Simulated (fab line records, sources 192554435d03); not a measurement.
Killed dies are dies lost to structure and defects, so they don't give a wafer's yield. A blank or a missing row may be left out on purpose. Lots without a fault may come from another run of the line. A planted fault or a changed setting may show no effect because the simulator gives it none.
A struck lot beside a sound one | flow n5_finfet | 37 steps out of a route of 1938
Sound: wafers L230.2, L230.5, L230.6. Struck: wafers L216.1, L216.3, L216.4. The cause comes at the end.
At each step with rows: each side's tool, then ch and its chambers, then its first start. Under that, the readings that differ: sound wafers | struck wafers | difference of the means | sigmas: that difference in standard deviations of wafers without a fault.
alike: readings whose means differ by less than 2 such deviations, and words and numbers that are the same on both sides. not compared: withheld readings, readings that some wafer has no value for, bounds like >300 that may hide the same value, and numbers for which the record gives no deviation and whose values overlap.
The two part at a step that has a row with sigmas, a row that says differs or no value, or rows on one side only. Numbers that don't overlap but have no deviation are shown without sigmas and don't part them. A reading that every wafer of one side lacks parts them only if that side has two wafers or more.

first, 10 steps without rows for these wafers: N5_FIN_SAQP_ETCH_67 (etches SiNx in CH3F/O2, target depth 30 nm); N5_FIN_SAQP_STRIP_70 (strips in N2/H2); N5_FIN_SAQP_RECESS_71 (chemistry HF/NH3, target SiO2, target depth 3 nm, afs cycles 1, sublimation time 60 s); N5_FIN_SAQP_SPACER2_ALD_28 (deposits SiO2, target thk 8.1 nm, pulse time 1 s, purge time 2 s); N5_FIN_SAQP_SPACER2_ETCHBACK_29 (etches SiO2 in CHF3/O2, target depth 12.2 nm, time 6.1 s); N5_FIN_SAQP_MANDREL2_REMOVE_60 (chemistry HBr/Cl2/O2, target a-Si, stops on SiNx, bt time 10 s); N5_FIN_SAQP_HM_OPEN_33 (chemistry CH3F/O2, target SiNx, target depth 49.4 nm, time 70.6 s); N5_FIN_SAQP_ETCH_34 (etches SiO2 in C4F6/O2, target depth 45 nm, time 15 s); N5_FIN_SAQP_STRIP_77 (strips in N2/H2, time 90 s); N5_FIN_SAQP_ETCH_64 (etches SiO2 in CF4, target depth 1.5 nm).
N5_FIN_SAQP_FIN_ETCH_36: etches the open film in HBr/Cl2/O2, target depth 120 nm, time 50.4 s.
  sound on rie_si-03 ch 0,1, day 6 07:58; struck on rie_si-05 ch 1,2,3, day 2 20:49
  reading                                      | sound             | struck            | difference | sigmas
  bias_w (W)                                   | 102.2 102.6 102.5 | 82.2 82.4 81.6    | -20.4      | -64
  oes_product_au (a.u.)                        | 1.030 1.052 1.018 | 0.997 1.008 0.973 | -0.041     | -2
  model.FIN_SAQP.feature_depth_nm (nm)         | 121.4 123 119.6   | 114.4 117.6 112.6 | -6.5       |
  model.etch.depth_nm (nm)                     | 121.3 123.1 119.6 | 114.3 117.7 112.6 | -6.5       |
  model.SiNx_of_FIN_SAQP_HM_DEP_03.thk_nm (nm) | 21 22.2 21.8      | 23.2 23 23.4      | +1.5       |
  alike: drypump_motor_current_A, throttle_valve_pct
  not compared: rf_hours_counter_h
then, 3 steps without rows for these wafers: N5_FIN_SAQP_PRECLEAN_38 (cleans in O3/DIW, time 45 s); N5_FIN_SAQP_PRECLEAN_45 (cleans in dHF, time 10 s); N5_FIN_SAQP_SRD_39 (time 30 s).
N5_FIN_SAQP_OCD_MEAS_76:
  sound on ocd-01, day 6 08:11; struck on ocd-02, day 2 21:01
  reading              | sound             | struck            | difference | sigmas
  trench_depth_nm (nm) | 121.4 122.8 119.2 | 114.6 117.7 112.9 | -6.1       | -3
then, 20 steps without rows for these wafers: N5_FIN_CUT_COAT_18 (time 60 s, resist thk 230 nm); N5_FIN_CUT_COAT_19 (time 60 s, resist thk 20 nm); N5_FIN_CUT_COAT_29 (time 60 s, resist thk 10 nm); N5_FIN_CUT_COAT_02 (resist thk 30 nm); N5_FIN_CUT_EBR_04; N5_FIN_CUT_SOFTBAKE_03 (time 60 s); N5_FIN_CUT_EXPOSE_05 (exposes mask FIN CUT); N5_FIN_CUT_PEB_06 (peb time 60 s); N5_FIN_CUT_DEVELOP_07 (develop time 30 s); N5_FIN_CUT_DESCUM_13 (chemistry O2, time 7 s); N5_FIN_CUT_ETCH_30 (etches underlayer in N2/H2, target depth 13 nm, time 10.4 s); N5_FIN_CUT_ETCH_20 (etches SiARC in CF4, target depth 26 nm, time 43.3 s); N5_FIN_CUT_ETCH_21 (etches SOC in N2/H2, target depth 219 nm, overetch 43.8 nm, time 523.5 s); N5_FIN_CUT_STRIP_23 (strips in N2/H2); N5_FIN_CUT_STRIP_31 (strips in N2/H2); N5_FIN_CUT_STRIP_24 (strips in CF4); N5_FIN_CUT_CUT_ETCH_26 (etches SiNx in CH3F/O2, target depth 39 nm, time 55.7 s); N5_FIN_CUT_CUT_ETCH_27 (etches SiO2 in CHF3/O2, target depth 4 nm, overetch 2 nm, time 4.9 s); N5_FIN_CUT_PRECLEAN_35 (cleans in vHF, time 13.3 s); N5_FIN_CUT_CUT_ETCH_15 (etches Si in HBr/Cl2/O2, target depth 100 nm, bt time 10 s, time 42.4 s).
N5_STI_FIN_REVEAL_RECESS_09: chemistry HF/NH3, target SiO2, afs cycles 11, target depth 42.5 nm, sublimation time 60 s.
  sound on vapor_etch-02 ch 0,1, day 6 16:37; struck on vapor_etch-02 ch 0,1, day 3 04:33
  reading                                      | sound        | struck         | difference | sigmas
  model.SiNx_of_FIN_SAQP_HM_DEP_03.thk_nm (nm) | 18 19.2 18.8 | 20.4 20.2 20.4 | +1.7       |
  alike: drypump_motor_current_A
-- the record jumps here: 5 days lie between the struck wafers' starts before and after (it left off in module STI_FIN_REVEAL and takes up again in module BEOL_M4, whose first step shown is number 1111 of the route) --
N5_BEOL_M4_RC_MEAS_101:
  sound on prober-02 ch 0, day 11 13:58; struck on prober-01 ch 0, day 8 11:53
  alike: DIBL_N, DIBL_P, IOFF_N, IOFF_P, ION_N, ION_P, SS_N, SS_P, VT_N, VT_P

WHERE THEY PART
First at N5_FIN_SAQP_FIN_ETCH_36; last, within this record, at N5_FIN_SAQP_OCD_MEAS_76. Later steps at which nothing parts them and some readings are alike: N5_STI_FIN_REVEAL_RECESS_09, N5_BEOL_M4_RC_MEAS_101.

WHY: what the simulator had put in
Process parameter drift: rie_si-05, from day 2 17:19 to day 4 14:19, at N5_FIN_SAQP_FIN_ETCH_36. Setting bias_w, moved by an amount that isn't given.
